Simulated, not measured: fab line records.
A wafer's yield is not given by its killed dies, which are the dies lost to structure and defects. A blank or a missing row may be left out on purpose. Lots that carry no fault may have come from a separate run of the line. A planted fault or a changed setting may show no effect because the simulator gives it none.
Which tool was responsible?    flow nand-harc    14 lots with 42 wafers sampled at 3 steps, on a route of 1302 steps

## WHAT THE GAUGES READ, wafer by wafer
NHARC_THIN_TSV_THK_MEAS_02: measures by ir.
lot   measured      on             thk-nm (nm)
L171  day 24 12:44  film-metro-01  2818 3107 3377
L173  day 24 17:09  film-metro-02  3167 3020 3164
L176  day 25 12:20  film-metro-02  3031 2930 3037
L175  day 25 11:08  film-metro-01  2892 3048 2910
L178  day 26 16:35  film-metro-01  2969 2812 3000
L185  day 29 18:13  film-metro-02  2620 2864 2439
L183  day 29 19:24  film-metro-02  3187 3367 2781
L186  day 30 00:54  film-metro-01  2750 2995 3172
L188  day 30 10:10  film-metro-01  2904 3264 2869
L187  day 30 15:31  film-metro-01  2868 2458 2730
L190  day 31 17:14  film-metro-01  3012 3386 3002
L189  day 32 02:26  film-metro-01  3331 3276 3157
L192  day 33 09:03  film-metro-01  2945 3267 3043
L194  day 34 04:10  film-metro-02  2666 2821 2913

## TOOL THAT RAN EACH LOT (tool first, then ch and the chambers of the sampled wafers, then the start)
lot   NHARC_A_BONDPAD_PVD_27                   NHARC_A_BONDPAD_ANNEAL_28
L171  pvd-sputter-02, day 24 00:56 or earlier  rtp-anneal-01 ch 0, day 24 00:56
L173  pvd-sputter-03, day 24 04:41 or earlier  rtp-anneal-01 ch 0, day 24 04:41
L176  pvd-sputter-01, day 24 20:23 or earlier  rtp-anneal-02 ch 0, day 24 20:23
L175  pvd-sputter-03, day 24 21:20 or earlier  rtp-anneal-02 ch 0, day 24 21:20
L178  pvd-sputter-02, day 26 04:37 or earlier  rtp-anneal-01 ch 0, day 26 04:37
L185  pvd-sputter-03, day 29 01:58 or earlier  rtp-anneal-01 ch 0, day 29 01:58
L183  pvd-sputter-02, day 29 05:07 or earlier  rtp-anneal-01 ch 0, day 29 05:07
L186  pvd-sputter-01, day 29 12:29 or earlier  rtp-anneal-02 ch 0, day 29 12:29
L188  pvd-sputter-03, day 29 20:41 or earlier  rtp-anneal-02 ch 0, day 29 20:41
L187  pvd-sputter-02, day 30 01:56 or earlier  rtp-anneal-02 ch 0, day 30 01:56
L190  pvd-sputter-03, day 31 05:26 or earlier  rtp-anneal-01 ch 0, day 31 05:26
L189  pvd-sputter-03, day 31 07:30 or earlier  rtp-anneal-01 ch 0, day 31 07:30
L192  pvd-sputter-03, day 32 21:02 or earlier  rtp-anneal-01 ch 0, day 32 21:02
L194  pvd-sputter-02, day 33 16:01 or earlier  rtp-anneal-02 ch 0, day 33 16:01
- NHARC_A_BONDPAD_PVD_27: deposits Cu, target thk 30 nm, time 20.49 s.
- NHARC_A_BONDPAD_ANNEAL_28: time 90 s.

## WHAT THE TOOLS THEMSELVES READ (means of the sampled wafers that have a number; where no wafer has one, the mark that the record gives instead)
NHARC_A_BONDPAD_PVD_27.
lot   tool            cathode-dc-power-W (W)  chamber-pressure-pa (Pa)  throttle-valve-pct (%)
L171  pvd-sputter-02  5000.4                  5.009                     28.6
L173  pvd-sputter-03  5000.3                  4.996                     29.9
L176  pvd-sputter-01  5000.0                  5.005                     28.0
L175  pvd-sputter-03  5000.1                  4.999                     30.9
L178  pvd-sputter-02  4999.6                  5.011                     28.5
L185  pvd-sputter-03  4999.4                  5.004                     30.3
L183  pvd-sputter-02  5000.1                  4.999                     32.3
L186  pvd-sputter-01  5000.3                  4.995                     29.0
L188  pvd-sputter-03  4999.3                  5.008                     29.6
L187  pvd-sputter-02  5000.3                  5.002                     30.5
L190  pvd-sputter-03  5000.6                  5.002                     29.7
L189  pvd-sputter-03  4999.9                  4.996                     30.9
L192  pvd-sputter-03  4999.8                  5.000                     29.8
L194  pvd-sputter-02  5000.5                  5.004                     29.9

NHARC_A_BONDPAD_ANNEAL_28.
lot   tool           anneal-temp-c (C)  anneal-temp-c-max  wafer_temp_C_max
L171  rtp-anneal-01  224.88             226.5              226.01
L173  rtp-anneal-01  225.23             226.7              225.94
L176  rtp-anneal-02  225.34             227.0              225.64
L175  rtp-anneal-02  225.07             227.1              225.58
L178  rtp-anneal-01  225.02             226.5              225.83
L185  rtp-anneal-01  225.06             226.4              225.66
L183  rtp-anneal-01  224.92             226.4              225.83
L186  rtp-anneal-02  224.96             226.7              225.43
L188  rtp-anneal-02  225.28             227.1              225.77
L187  rtp-anneal-02  225.15             226.7              225.44
L190  rtp-anneal-01  225.08             226.8              225.92
L189  rtp-anneal-01  224.98             226.6              225.98
L192  rtp-anneal-01  224.92             226.2              225.85
L194  rtp-anneal-02  224.87             226.6              225.54

## THE ANSWER, worked out from the rows above alone
Rule: the usual values come from the lots themselves. The widest of any qualifying gaps counts: lots, ordered by their means at a reading, are off when they make up no more than a third of the lots, leave a main group of 4 or more, and stand apart from it by 3 or more times the standard deviation of that group's means. A main group is skipped when, at the precision printed for the reading in the tables above, its means are all equal. A lot without any number at a reading at which 4 lots or more have one is off too. Any other lot the step has rows for is counted as sound. First the gauges in route order, then the tools' own readings, where a lot's mean is used as printed above. The first step at which some lot is off is used, and at that step the reading that is off furthest; a lot without a number counts as furthest.
No lot is off on any of the readings shown, so nothing can be concluded from this.

## WHAT THE SIMULATOR HAD INSERTED
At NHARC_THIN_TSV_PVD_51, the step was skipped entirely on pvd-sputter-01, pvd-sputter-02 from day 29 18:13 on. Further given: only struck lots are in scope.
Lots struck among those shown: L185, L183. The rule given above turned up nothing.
